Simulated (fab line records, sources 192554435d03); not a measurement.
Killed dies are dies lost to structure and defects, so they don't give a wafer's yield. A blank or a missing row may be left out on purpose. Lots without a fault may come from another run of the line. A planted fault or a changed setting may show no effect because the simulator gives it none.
fab line records | flow n5_finfet
record lots=5 wafers=15 last_day=18
route steps=1938 shown BEOL_M7@1273 PASSIVATION@1936
lots that met no fault: from a run of the same line without faults
start_h: hours from the record's first day to the start of the lot's first wafer shown | wait_h: hours since the lot's step before | " the same as in the row above | L1.1+2: a row that stands for several wafers | - no value, or no start given | * or withheld: withheld | < > ~ a bound
route shown NAME@n: a module of which the file shows steps, and the number in the route of the first | usual: mean/standard deviation of fault-free wafers | same: alike in all rows | chamber/n: place in a boat | sites: the reading at each site | _std_site: their standard deviation | _edge_site: outer sites' mean less inner sites' | radius_mm: how far each site lies from the wafer's centre | mask NAME#n: copy n | behind: the tool/chamber that last shaped the wafer | hold: why the lot was held/for how many hours/how that ended | device: the transistor (n, p or np) that didn't switch | end of line: the same wafers' tests at the end of the route | a step without rows: its recipe alone | killed: dies lost to structure and defects at the first sort, not the wafer's yield | map: a wafer's dies, x killed, . not, _ none there
set.NAME: the setting as run; set.NAME@STEP: as run at that earlier step | model.NAME: the simulator's own value behind a step, which no gauge read
lots at some steps of the route; a table a step, a row a wafer
services: from which hour (start_h, from the record's first day; less than 0 if before it) a tool's chamber was out of use, for how many hours, and why
## steps
# step N5_BEOL_M7_EXPOSE_08
# recipe mask_id=M7 na=1.35 source_shape=dipole sigma_inner=0.817 sigma_outer=0.97 polarization=te dose_mj=68.25
# step N5_BEOL_M7_PEB_09
# recipe peb_temp_c=withheld peb_time_s=60 resist=CAR-ArF
# step N5_BEOL_M7_DEVELOP_10
# recipe develop_time_s=30 developer=TMAH resist=CAR-ArF rinse_liquid=diw dry=air_spin dev_temp_c=23
# step N5_BEOL_M7_CD_MEAS_11
# recipe target_cd_nm=38.5 landing_energy_ev=500 detector=se_inlens polarity=opening
# usual cd_nm=38.3/0.43
# columns lot.wafer tool chamber start_h wait_h cd_nm
L792.1 cd_sem-01 0 256.58 - 37.3
L792.4 " 0 " " 38.3
L792.6 " 0 " " 38.2
L793.1 cd_sem-03 0 258.43 - 38.4
L793.2 " 0 " " 38.6
L793.4 " 0 " " 38.2
L799.1 cd_sem-01 0 296.33 - 38.7
L799.2 " 0 " " 38.2
L799.5 " 0 " " 38.3
L800.1 cd_sem-03 0 315.50 - 38.1
L800.2 " 0 " " 38.3
L800.5 " 0 " " 38.2
L804.1 cd_sem-03 0 339.39 - 37.8
L804.3 " 0 " " 38.9
L804.4 " 0 " " 38.7
# step N5_BEOL_M7_OVL_MEAS_12
# recipe points_per_wafer=44
# usual M7_OVL=-0.5/0.67
# columns lot.wafer tool chamber start_h wait_h M7_OVL[nm]
L792.1 overlay-02 0 256.61 0.0 -0.9
L792.4 " 0 " " -0.3
L792.6 " 0 " " -1.0
L793.1 overlay-01 0 258.46 0.0 -0.3
L793.2 " 0 " " -0.9
L793.4 " 0 " " -1.3
L799.1 overlay-02 0 296.36 0.0 0.0
L799.2 " 0 " " 0.4
L799.5 " 0 " " 0.2
L800.1 overlay-02 0 315.53 0.0 -1.0
L800.2 " 0 " " -1.4
L800.5 " 0 " " -1.7
L804.1 overlay-01 0 339.42 0.0 0.9
L804.3 " 0 " " -0.3
L804.4 " 0 " " -0.8
# step N5_BEOL_M7_INSPECT_13
# recipe mode=adi inspect_instrument=brightfield
# usual raw_defect_count=435/110
# columns lot.wafer tool chamber start_h wait_h raw_defect_count
L792.1 defect_inspect-01 - 256.64 0.0 304
L792.4 " - " " 427
L792.6 " - " " 420
L793.1 defect_inspect-02 - 258.49 0.0 479
L793.2 " - " " 540
L793.4 " - " " 623
L799.1 defect_inspect-02 - 296.38 0.0 457
L799.2 " - " " 470
L799.5 " - " " 300
L800.1 defect_inspect-01 - 315.55 0.0 556
L800.2 " - " " 531
L800.5 " - " " 884
L804.1 defect_inspect-01 - 339.44 0.0 273
L804.3 " - " " 362
L804.4 " - " " 462
# step N5_BEOL_M7_DESCUM_16
# recipe chemistry=O2 time_s=7.9 source_power_w=50 bias_power_w=20 pressure_mtorr=20 rf_frequency_hz=2.712e+07 temp_c=40 resist=CAR-ArF o2_flow_sccm=225
# usual drypump_motor_current_A=5.6/0.39 oes_product_au=0.81/0.081 rf_vpp_V=243.6/1.1 showerhead_plenum_p_Torr=2.12/0.048 throttle_valve_pct=20.42/0.2
# columns lot.wafer tool chamber start_h wait_h drypump_motor_current_A oes_product_au rf_hours_counter_h rf_vpp_V showerhead_plenum_p_Torr throttle_valve_pct
L792.1 rie_diel-02 0 256.68 0.0 5.4 0.92 23 244.5 2.22 20.00
L792.4 " 1 " " 4.9 0.94 - 243.2 2.12 20.03
L792.6 " 3 " " 5.2 0.70 - 244.8 2.16 20.65
L793.1 rie_diel-04 3 258.87 0.4 5.7 0.84 60 244.5 2.10 20.36
L793.2 " 2 " " 6.4 0.84 71 243.2 2.12 20.51
L793.4 " 1 " " 5.4 0.89 34 243.1 2.03 20.14
L799.1 rie_diel-04 1 296.42 0.0 5.3 0.87 45 242.3 2.02 20.16
L799.2 " 2 " " 6.4 0.82 83 244.0 2.12 20.54
L799.5 " 3 " " 5.7 0.83 - 244.0 2.10 20.38
L800.1 rie_diel-04 0 315.72 0.2 5.9 0.73 177 243.4 2.11 20.47
L800.2 " 3 " " 5.7 0.82 78 242.8 2.10 20.40
L800.5 " 1 " " 5.4 0.85 - 243.1 2.02 20.17
L804.1 rie_diel-04 2 339.48 0.0 6.4 0.80 95 243.5 2.11 20.55
L804.3 " 3 " " 5.7 0.81 85 242.6 2.09 20.41
L804.4 " 1 " " 5.4 0.85 56 242.2 2.02 20.18
# step N5_BEOL_M7_ETCH_61
# recipe chemistry=CF4 target=SiARC target_depth_a=455 mask_material=CAR-ArF time_s=75.8 ion_energy_ev=80 pressure_mtorr=40 source_w=545 bias_w=36 Ar_flow_sccm=100 cf4_flow_sccm=100 ends=cleared
# usual cf4_flow_sccm=100.01/0.27 drypump_motor_current_A=5.6/0.39 etch_rf_on_time_s=76.1/1.3 oes_product_au=0.69/0.066 rf_vpp_V=184.3/1.1 showerhead_plenum_p_Torr=2.16/0.05 throttle_valve_pct=15.58/0.22
# columns lot.wafer tool chamber start_h wait_h cf4_flow_sccm drypump_motor_current_A etch_rf_on_time_s oes_product_au rf_hours_counter_h rf_vpp_V showerhead_plenum_p_Torr throttle_valve_pct
L792.1 rie_diel-02 0 256.72 0.0 100.19 5.4 76.6 0.77 23 185.6 2.27 15.25
L792.4 " 1 " " 100.16 4.9 76.7 0.79 - 185.5 2.18 15.26
L792.6 " 3 " " 99.79 5.2 77.3 0.60 - 185.1 2.22 15.88
L793.1 rie_diel-04 3 258.90 0.0 99.87 5.7 77.7 0.71 60 183.8 2.19 15.74
L793.2 " 2 " " 100.02 6.3 74.0 0.73 71 186.5 2.18 15.71
L793.4 " 1 " " 100.03 5.3 74.3 0.77 34 183.0 2.08 15.34
L799.1 rie_diel-04 1 296.45 0.0 99.96 5.3 75.1 0.73 45 183.7 2.08 15.35
L799.2 " 2 " " 99.71 6.4 73.8 0.71 83 182.7 2.18 15.74
L799.5 " 3 " " 99.81 5.7 76.5 0.70 - 184.2 2.18 15.75
L800.1 rie_diel-04 0 315.76 0.0 99.45 5.9 75.0 0.63 177 182.9 2.13 15.51
L800.2 " 3 " " 100.11 5.7 76.8 0.69 78 184.1 2.18 15.76
L800.5 " 1 " " 99.40 5.3 74.5 0.74 - 183.4 2.08 15.35
L804.1 rie_diel-04 2 339.51 0.0 100.15 6.4 75.0 0.69 95 183.4 2.17 15.76
L804.3 " 3 " " 99.86 5.7 77.2 0.68 85 184.3 2.18 15.78
L804.4 " 1 " " 99.97 5.4 75.9 0.72 56 183.4 2.07 15.35
# step N5_BEOL_M7_ETCH_62
# recipe chemistry=N2/H2 target=SOC target_depth_a=1100 overetch_a=220 mask_material=SiARC temp_c=40 time_s=165 ion_energy_ev=200 pressure_mtorr=30 source_w=840 bias_w=150 n2_flow_sccm=200 h2_flow_sccm=200
# usual drypump_motor_current_A=5.6/0.39 oes_product_au=0.68/0.065 rf_vpp_V=524.6/1.9 showerhead_plenum_p_Torr=2.57/0.073 throttle_valve_pct=17.81/0.27
# columns lot.wafer tool chamber start_h wait_h drypump_motor_current_A oes_product_au rf_hours_counter_h rf_vpp_V showerhead_plenum_p_Torr throttle_valve_pct
L792.1 rie_diel-02 0 256.78 0.0 5.3 0.76 23 527.9 2.73 17.64
L792.4 " 1 " " 4.9 0.79 - 526.4 2.59 17.48
L792.6 " 3 " " 5.2 0.60 - 525.7 2.65 18.21
L793.1 rie_diel-04 3 258.96 0.0 5.7 0.71 60 525.7 2.60 18.01
L793.2 " 2 " " 6.4 0.71 71 523.6 2.59 18.04
L793.4 " 1 " " 5.4 0.75 34 521.3 2.48 17.71
L799.1 rie_diel-04 1 296.51 0.0 5.3 0.73 45 523.0 2.48 17.73
L799.2 " 2 " " 6.4 0.69 83 526.0 2.58 18.07
L799.5 " 3 " " 5.7 0.70 - 525.0 2.60 18.05
L800.1 rie_diel-04 0 315.81 0.0 5.9 0.63 177 523.4 2.52 17.67
L800.2 " 3 " " 5.7 0.69 78 525.1 2.60 18.04
L800.5 " 1 " " 5.3 0.72 - 521.6 2.48 17.74
L804.1 rie_diel-04 2 339.57 0.0 6.4 0.69 95 524.0 2.58 18.09
L804.3 " 3 " " 5.7 0.69 85 525.5 2.59 18.06
L804.4 " 1 " " 5.3 0.72 56 522.6 2.47 17.75
# step N5_BEOL_M7_STRIP_68
# recipe chemistry=N2/H2 temp_c=40 n2_flow_sccm=200 h2_flow_sccm=200 rf_frequency_hz=6e+07
# step N5_BEOL_M7_STRIP_67
# recipe chemistry=CF4 resist=SiARC power_w=300 bias_power_w=75 pressure_mtorr=50 cf4_flow_sccm=150 rf_frequency_hz=6e+07
# usual cf4_flow_sccm=150.0/0.47 chamber_pressure_mTorr=49.99/0.051 drypump_motor_current_A=5.6/0.39 oes_product_au=0.81/0.076 rf_vpp_V=271.4/1.3 showerhead_plenum_p_Torr=1.81/0.043 throttle_valve_pct=13.55/0.22
# columns lot.wafer tool chamber start_h wait_h cf4_flow_sccm chamber_pressure_mTorr drypump_motor_current_A oes_product_au rf_hours_counter_h rf_vpp_V showerhead_plenum_p_Torr throttle_valve_pct
L792.1 rie_diel-02 0 256.92 0.0 151.3 49.99 5.3 0.90 23 274.2 1.91 13.23
L792.4 " 1 " " 149.9 49.97 4.9 0.93 - 273.2 1.83 13.23
L792.6 " 3 " " 149.6 49.94 5.1 0.70 - 273.3 1.85 13.83
L793.1 rie_diel-04 3 259.10 0.0 150.3 50.04 5.7 0.84 60 272.3 1.83 13.68
L793.2 " 2 " " 150.4 50.00 6.3 0.84 71 270.5 1.83 13.64
L793.4 " 1 " " 149.8 49.88 5.3 0.88 34 270.0 1.74 13.29
L799.1 rie_diel-04 1 296.65 0.0 150.2 49.93 5.3 0.87 45 270.6 1.74 13.31
L799.2 " 2 " " 150.1 50.02 6.3 0.82 83 270.0 1.83 13.69
L799.5 " 3 " " 150.3 49.93 5.7 0.83 - 271.1 1.83 13.69
L800.1 rie_diel-04 0 315.96 0.0 149.8 49.98 5.9 0.74 177 271.8 1.77 13.48
L800.2 " 3 " " 149.1 49.95 5.7 0.82 78 271.4 1.83 13.70
L800.5 " 1 " " 149.8 50.12 5.3 0.87 - 269.3 1.74 13.32
L804.1 rie_diel-04 2 339.71 0.0 149.6 49.97 6.4 0.81 95 271.1 1.82 13.71
L804.3 " 3 " " 150.3 49.93 5.7 0.81 85 271.6 1.82 13.73
L804.4 " 1 " " 149.9 49.99 5.3 0.84 56 269.3 1.74 13.32
# step N5_BEOL_M7_HM_OPEN_17
# recipe chemistry=Cl2/BCl3 target_depth_a=200 overetch_a=60 target=TiN mask_material=SOC ion_energy_ev=150 pressure_mtorr=10 icp_w=1000 bias_w=126 Cl2_flow_sccm=53.25 bcl3_flow_sccm=21.75 Ar_flow_sccm=25
# usual drypump_motor_current_A=5.8/0.39 oes_product_au=0.63/0.058 throttle_valve_pct=22.26/0.26
# columns lot.wafer tool chamber start_h wait_h drypump_motor_current_A oes_product_au rf_hours_counter_h throttle_valve_pct
L792.1 rie_metal-03 0 256.96 0.0 6.6 0.70 31 22.17
L792.4 " 0 " " 6.6 0.71 - 22.16
L792.6 " 0 " " 6.7 0.70 - 22.17
L793.1 rie_metal-01 0 259.14 0.0 5.7 0.71 24 21.90
L793.2 " 1 " " 6.1 0.55 99 22.77
L793.4 " 1 " " 6.1 0.55 - 22.78
L799.1 rie_metal-02 0 296.69 0.0 5.6 0.65 49 22.35
L799.2 " 1 " " 5.3 0.57 86 22.14
L799.5 " 0 " " 5.6 0.64 - 22.37
L800.1 rie_metal-01 0 316.00 0.0 5.7 0.70 30 21.91
L800.2 " 1 " " 6.1 0.54 105 22.76
L800.5 " 1 " " 6.1 0.53 - 22.79
L804.1 rie_metal-02 0 339.76 0.0 5.6 0.64 54 22.38
L804.3 " 1 " " 5.3 0.57 - 22.14
L804.4 " 0 " " 5.6 0.63 - 22.37
# step N5_BEOL_M7_STRIP_19
# recipe chemistry=O2 power_w=400 temp_c=40 pressure_mtorr=30 rf_frequency_hz=6e+07 bias_power_w=0 overash_fraction=0.2 o2_flow_sccm=225
# usual chamber_pressure_mTorr=30.00/0.035 drypump_motor_current_A=5.5/0.39 oes_product_au=0.81/0.092 rf_vpp_V=3.7/0.61 showerhead_plenum_p_Torr=2.13/0.05 throttle_valve_pct=16.59/0.24
# columns lot.wafer tool chamber start_h wait_h chamber_pressure_mTorr drypump_motor_current_A oes_product_au rf_hours_counter_h rf_vpp_V showerhead_plenum_p_Torr throttle_valve_pct
L792.1 rie_diel-05 1 257.14 0.2 30.03 5.6 0.74 177 3.3 2.11 16.76
L792.4 " 2 " " 30.02 5.5 0.87 64 4.5 2.15 16.67
L792.6 " 1 " " 30.00 5.6 0.73 - 4.4 2.11 16.77
L793.1 rie_diel-02 0 259.30 0.1 21.04 5.3 0.90 24 2.7 2.22 16.23
L793.2 " 1 " " 29.97 4.9 0.91 16 4.1 2.13 16.27
L793.4 " 3 " " 30.07 5.2 0.69 - 3.8 2.17 16.91
L799.1 rie_diel-05 0 297.09 0.4 29.97 6.2 0.71 209 3.3 2.15 16.94
L799.2 " 1 " " 30.00 5.6 0.73 191 4.6 2.10 16.78
L799.5 " 1 " " 30.05 5.6 0.73 - 2.8 2.10 16.78
L800.1 rie_diel-02 2 316.14 0.1 30.04 5.6 0.72 198 2.5 2.10 16.64
L800.2 " 3 " " 30.03 5.2 0.68 209 3.8 2.16 16.95
L800.5 " 2 " " 29.96 5.6 0.73 - 4.4 2.10 16.67
L804.1 rie_diel-02 1 339.87 0.1 30.01 4.9 0.89 40 3.4 2.12 16.33
L804.3 " 0 " " 30.03 5.3 0.88 44 3.1 2.22 16.30
L804.4 " 2 " " 29.99 5.5 0.71 206 4.0 2.09 16.68
# step N5_BEOL_M7_CD_MEAS_18
# recipe pitch_nm=80 target_cd_nm=40
# usual cd_nm=39.9/0.5
# columns lot.wafer tool chamber start_h wait_h cd_nm
L792.1 cd_sem-02 - 257.21 0.0 39.1
L792.4 " - " " 39.6
L792.6 " - " " 40.6
L793.1 cd_sem-02 - 259.37 0.0 40.2
L793.2 " - " " 40.1
L793.4 " - " " 39.7
L799.1 cd_sem-03 - 297.16 0.0 40.7
L799.2 " - " " 39.7
L799.5 " - " " 40.1
L800.1 cd_sem-03 - 316.21 0.0 40.3
L800.2 " - " " 40.5
L800.5 " - " " 40.0
L804.1 cd_sem-01 - 339.94 0.0 39.1
L804.3 " - " " 40.1
L804.4 " - " " 40.0
# step N5_PASSIVATION_PROBE_49
# usual defect_limited_yield=91.4/1.5 killed_at_M0_to_M3=34/10 killed_at_M4_up=15/6 killed_at_contacts=12/6 killed_at_front_end=37/11 killed_at_other=3.3/2.8 killed_dies=101/18 killed_open=66/14 killed_short=33/7.8 sort_bin_5_function=5.0/0.97 sort_bin_6_memory=3.2/0.72 sort_n_pass=1079/18 sort_yield_pct=91.4/1.5
# same gross_dies=1180 killed_at_back_side=0 sort_bin_4_leakage[%]=0 sort_bin_8_speed[%]=0
# columns lot.wafer tool chamber start_h wait_h defect_limited_yield[%] killed_at_M0_to_M3 killed_at_M4_up killed_at_contacts killed_at_front_end killed_at_other killed_dies killed_open killed_short sort_bin_5_function[%] sort_bin_6_memory[%] sort_n_pass sort_yield_pct[%]
L792.1 prober-01 - 333.87 0.0 94.3 33 8 10 15 1 67 40 27 3.7 1.9 1113 94.3
L792.4 prober-01 - 334.02 0.2 94.1 27 9 12 21 1 70 41 20 3.4 1.6 1110 94.1
L792.6 prober-01 - 334.12 0.3 93.6 41 4 8 22 0 75 47 28 4.4 1.8 1105 93.6
L793.1 prober-01 - 347.92 0.0 92.1 20 17 4 48 4 93 55 28 4.0 3.0 1087 92.1
L793.2 prober-01 - 347.97 0.1 92.5 23 31 7 27 1 89 56 32 4.7 2.5 1091 92.5
L793.4 prober-01 - 348.07 0.2 91.5 32 18 10 38 2 100 65 33 5.4 2.5 1080 91.5
L799.1 prober-02 - 387.64 0.0 90.1 31 21 19 44 2 117 86 28 5.5 4.2 1063 90.1
L799.2 prober-02 - 387.69 0.1 91.9 18 18 10 46 4 96 60 35 3.7 4.2 1084 91.9
L799.5 prober-02 - 387.84 0.2 92.2 13 19 12 46 2 92 66 23 5.2 2.5 1088 92.2
L800.1 prober-01 - 400.66 0.0 92.6 30 18 16 21 2 87 58 26 4.1 3.0 1093 92.6
L800.2 prober-01 - 400.71 0.1 90.5 37 13 20 33 9 112 83 27 6.0 3.4 1068 90.5
L800.5 prober-01 - 400.86 0.2 90.6 33 22 17 37 2 111 82 29 5.9 3.1 1069 90.6
L804.1 prober-02 - 425.50 0.0 92.2 34 11 8 34 5 92 61 27 4.5 3.0 1088 92.2
L804.3 prober-02 - 425.60 0.1 91.3 35 12 7 44 5 103 68 34 5.2 3.4 1077 91.3
L804.4 prober-02 - 425.65 0.2 91.3 34 14 4 46 5 103 61 40 4.9 3.7 1077 91.3
# killed by level:class
L792.1 BEOL_M3:geometric_particle:open=13 MOL_CONTACT_COAG:geometric_particle:open=9 BEOL_M0_SAQP:geometric_particle:short=8 BEOL_M3:geometric_particle:short=5 DUMMY_GATE:geometric_particle:open=4 BEOL_M1:geometric_particle:open=4 STARTING-WAFER:geometric_particle:short=3 FIN_SAQP:geometric_particle:open=2
L792.4 MOL_CONTACT_COAG:geometric_particle:open=10 BEOL_M3:geometric_particle:short=10 HKMG_FIN:area_etch=9 BEOL_M3:geometric_particle:open=7 BEOL_M0_SAQP:geometric_particle:open=5 FIN_SAQP:geometric_particle:short=4 BEOL_M5:geometric_particle:open=4 BEOL_M2:geometric_particle:open=3
L792.6 BEOL_M3:geometric_particle:open=19 BEOL_M3:geometric_particle:short=8 MOL_CONTACT_COAG:geometric_particle:open=6 STARTING-WAFER:geometric_particle:short=6 BEOL_M0_SAQP:geometric_particle:short=5 BEOL_M1:geometric_particle:open=5 FIN_SAQP:geometric_particle:open=4 FIN_SAQP:geometric_particle:short=3
L793.1 FIN_SAQP:geometric_particle:open=11 BEOL_M4:geometric_particle:open=11 STI_FIN_REVEAL:geometric_particle:open=10 HKMG_FIN:area_etch=10 BEOL_M0_SAQP:geometric_particle:short=7 BEOL_M0_SAQP:geometric_particle:open=6 STI_FIN_REVEAL:geometric_particle:short=5 MOL_CONTACT_COAG:geometric_particle:open=4
L793.2 BEOL_M4:geometric_particle:open=18 FIN_SAQP:geometric_particle:short=10 FIN_SAQP:geometric_particle:open=6 STI_FIN_REVEAL:geometric_particle:open=6 MOL_CONTACT_COAG:geometric_particle:open=6 BEOL_M0_SAQP:geometric_particle:short=5 BEOL_M3:geometric_particle:open=5 BEOL_M4:geometric_particle:short=5
L793.4 FIN_SAQP:geometric_particle:open=11 BEOL_M0_SAQP:geometric_particle:open=11 MOL_CONTACT_COAG:geometric_particle:open=9 STI_FIN_REVEAL:geometric_particle:open=7 BEOL_M4:geometric_particle:open=7 BEOL_M0_SAQP:geometric_particle:short=6 BEOL_M3:geometric_particle:open=6 FIN_SAQP:geometric_particle:short=5
L799.1 STI_FIN_REVEAL:geometric_particle:open=21 MOL_CONTACT_COAG:geometric_particle:open=16 BEOL_M4:geometric_particle:open=13 BEOL_M2:geometric_particle:open=10 BEOL_M3:geometric_particle:open=6 FIN_SAQP:geometric_particle:short=5 BEOL_M0_SAQP:geometric_particle:open=5 STI_FIN_REVEAL:geometric_particle:short=4
L799.2 STI_FIN_REVEAL:geometric_particle:open=17 MOL_CONTACT_COAG:geometric_particle:open=7 FIN_SAQP:geometric_particle:open=5 FIN_SAQP:geometric_particle:short=5 BEOL_M0_SAQP:geometric_particle:open=5 BEOL_M0_SAQP:geometric_particle:short=5 BEOL_M4:geometric_particle:open=5 BEOL_M6:geometric_particle:open=4
L799.5 FIN_SAQP:geometric_particle:open=16 MOL_CONTACT_COAG:geometric_particle:open=11 BEOL_M4:geometric_particle:open=9 STI_FIN_REVEAL:geometric_particle:open=8 BEOL_M0_SAQP:geometric_particle:short=5 STARTING-WAFER:geometric_particle:open=5 BEOL_M1:geometric_particle:open=4 BEOL_M4:geometric_particle:short=4
L800.1 MOL_CONTACT_COAG:geometric_particle:open=9 MOL_CONTACT_COAG:geometric_particle:short=7 BEOL_M4:geometric_particle:open=7 BEOL_M0_SAQP:geometric_particle:open=6 BEOL_M1:geometric_particle:open=6 BEOL_M2:geometric_particle:open=5 FIN_SAQP:geometric_particle:short=4 FIN_SAQP:geometric_particle:open=4
L800.2 MOL_CONTACT_COAG:geometric_particle:open=17 BEOL_M1:geometric_particle:open=17 FIN_SAQP:geometric_particle:open=7 PASS1_CAP:geometric_particle:open=6 FIN_SAQP:geometric_particle:short=5 BEOL_M2:geometric_particle:open=5 BEOL_M0_SAQP:geometric_particle:open=5 BEOL_M4:geometric_particle:open=5
L800.5 FIN_SAQP:geometric_particle:open=17 BEOL_M4:geometric_particle:open=16 MOL_CONTACT_COAG:geometric_particle:open=13 BEOL_M1:geometric_particle:open=9 FIN_SAQP:geometric_particle:short=7 BEOL_M2:geometric_particle:open=7 BEOL_M3:geometric_particle:open=5 MOL_CONTACT_COAG:geometric_particle:short=4
L804.1 FIN_SAQP:geometric_particle:open=12 DUMMY_GATE:geometric_particle:open=9 BEOL_M0_SAQP:geometric_particle:open=7 BEOL_M3:geometric_particle:open=7 MOL_CONTACT_COAG:geometric_particle:open=5 BEOL_M0_SAQP:geometric_particle:short=5 BEOL_M2:geometric_particle:open=5 BEOL_M4:geometric_particle:open=4
L804.3 FIN_SAQP:geometric_particle:short=13 BEOL_M0_SAQP:geometric_particle:open=11 BEOL_M0_SAQP:geometric_particle:short=9 FIN_SAQP:geometric_particle:open=8 DUMMY_GATE:geometric_particle:open=8 MOL_CONTACT_COAG:geometric_particle:open=6 BEOL_M3:geometric_particle:open=6 BEOL_M5:geometric_particle:open=4
L804.4 FIN_SAQP:geometric_particle:short=14 BEOL_M0_SAQP:geometric_particle:short=13 FIN_SAQP:geometric_particle:open=10 BEOL_M0_SAQP:geometric_particle:open=8 DUMMY_GATE:geometric_particle:open=6 BEOL_M6:geometric_particle:open=5 STI_FIN_REVEAL:geometric_particle:open=4 BEOL_M2:geometric_particle:open=4
## services
# columns tool chamber start_h hours kind
rie_diel-02 3 264.08 11.4 repair
rie_diel-02 - 271.71 2.8 pm
rie_metal-02 1 285.23 5.5 repair
rie_diel-02 - 300.28 4.0 repair
rie_metal-03 - 310.55 1.4 pm
rie_diel-02 0 322.58 9.6 repair
rie_diel-04 1 330.34 2.0 repair
rie_diel-02 - 337.47 0.7 repair
## key
first_sign step=N5_BEOL_M7_STRIP_19 reading=chamber_pressure_mTorr direction=down sigmas=99+ usual=* struck=*
effect none on later readings
met_at N5_BEOL_M7_STRIP_19
struck_wafers L793.1
baseline_loss step=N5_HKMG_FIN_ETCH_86 wafers=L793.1
fault kind=process_parameter_drift tool=rie_diel-02 chamber=0 onset_h=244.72 steps=N5_BEOL_M7_STRIP_19 channel=pressure_mtorr offset=* shape=step end_h=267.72 acts_in=* stated=*
# baseline_loss: these wafers lose ten dies or more at that step, a loss of the line's own and not of a fault; the sort's usual values leave them out
